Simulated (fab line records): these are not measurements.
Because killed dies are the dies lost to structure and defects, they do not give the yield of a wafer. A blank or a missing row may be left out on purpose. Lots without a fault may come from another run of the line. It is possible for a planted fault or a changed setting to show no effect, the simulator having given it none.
Split-lot experiment ; flow n5 finfet ; on a route of 1938 steps: 7 lots, 21 wafers read

== THE SPLIT ==
At N5_SD_EPI_N_COAT_33 (time 60 s, resist thk 35 nm), the setting spin rpm was moved away from the recipe's 1500 rpm on 3 of the 21 wafers read, by -10.8% to -6.1%. All remaining wafers had this setting at the recipe value.

The reading comes from the split's own step.

== THE READING ==
SiARC_of_SD_EPI_N_COAT_33.thk nm (the simulator's own value, which no gauge read), in nm, at N5_SD_EPI_N_COAT_33 (time 60 s, resist thk 35 nm). The file gives no usual value for it. Average 35.0 nm, standard deviation 0.11 nm, over the 18 wafers here run with the recipe.

wafer;tool, chamber at the split;spin rpm as run, rpm;against the recipe;SiARC_of_SD_EPI_N_COAT_33.thk nm, nm;against lot-mates on the recipe
L078.3;litho track-03, 0;1500;recipe;35;-
L078.4;litho track-03, 0;1500;recipe;35;-
L078.6;litho track-03, 0;1500;recipe;35;-
L080.1;litho track-03, 0;1338;-10.8%;37;+2.0
L080.2;litho track-03, 0;1500;recipe;35;-
L080.6;litho track-03, 0;1500;recipe;35;-
L082.1;litho track-03, 0;1500;recipe;35;-
L082.3;litho track-03, 0;1500;recipe;35;-
L082.6;litho track-03, 0;1500;recipe;35;-
L084.2;litho track-02, 0;1500;recipe;35.2;-
L084.3;litho track-02, 0;1500;recipe;35.2;-
L084.4;litho track-02, 0;1500;recipe;35;-
L087.2;litho track-03, 0;1408;-6.1%;36.2;+1.4
L087.3;litho track-03, 0;1408;-6.1%;36.2;+1.4
L087.6;litho track-03, 0;1500;recipe;34.8;-
L093.1;litho track-02, 0;1500;recipe;35.2;-
L093.3;litho track-02, 0;1500;recipe;35.2;-
L093.6;litho track-02, 0;1500;recipe;35.2;-
L094.2;litho track-02, 0;1500;recipe;35;-
L094.3;litho track-02, 0;1500;recipe;35;-
L094.5;litho track-02, 0;1500;recipe;35;-

THE FIT
A straight line over all 21 wafers: SiARC_of_SD_EPI_N_COAT_33.thk nm changes by -0.184 nm for each +1% of spin rpm; r = -0.98; the points scatter about the line by 0.1 nm.
The same after taking each lot's own level away (the mean of its wafers on the recipe; 21 wafers): -0.201 nm for each +1%; r = -0.99; scatter 0.076 nm.
That fit puts the effect of the largest move of spin rpm on the reading at 2.2 nm.
Measured against the standard deviation above, the lots' own levels, which go from 34.80 to 35.20 nm, span 3.8 times it.
The two slopes are in agreement: the lot-to-lot level therefore moves the slope only a little.
Check: +2.47 nm against its lot-mates is what the line predicts for one of the wafers moved furthest among these (-10.8%) when that wafer is left out of the fit. Against them it came out at +2 nm.

== ADDITIONAL SPLITS CARRIED BY THESE WAFERS ==
Before the reading, these wafers also passed through other splits. Each is held against what the fit with the lots' levels taken away leaves over:
other split on the same wafers;wafers away from the commonest value;r with SiARC_of_SD_EPI_N_COAT_33.thk nm (lot level and that fit taken away)
N5_ZERO_LAYER_COAT_05 spin rpm;3;-0.13
N5_ZERO_LAYER_DEVELOP_10 develop time s;12;+0.38
N5_WELL_APT_EXPOSE_22 dose mj;11;-0.23
N5_WELL_APT_PEB_23 peb time s;8;+0.60
N5_FIN_SAQP_HM_DEP_72 time s;9;+0.04
N5_FIN_SAQP_EXPOSE_13 dose mj;3;+0.32
N5_FIN_CUT_EXPOSE_05 dose mj;6;+0.32

== FILE'S OWN FIT ==
SiARC_of_SD_EPI_N_COAT_33.thk nm changes by -0.196 nm for each +1% of spin rpm, r = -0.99.
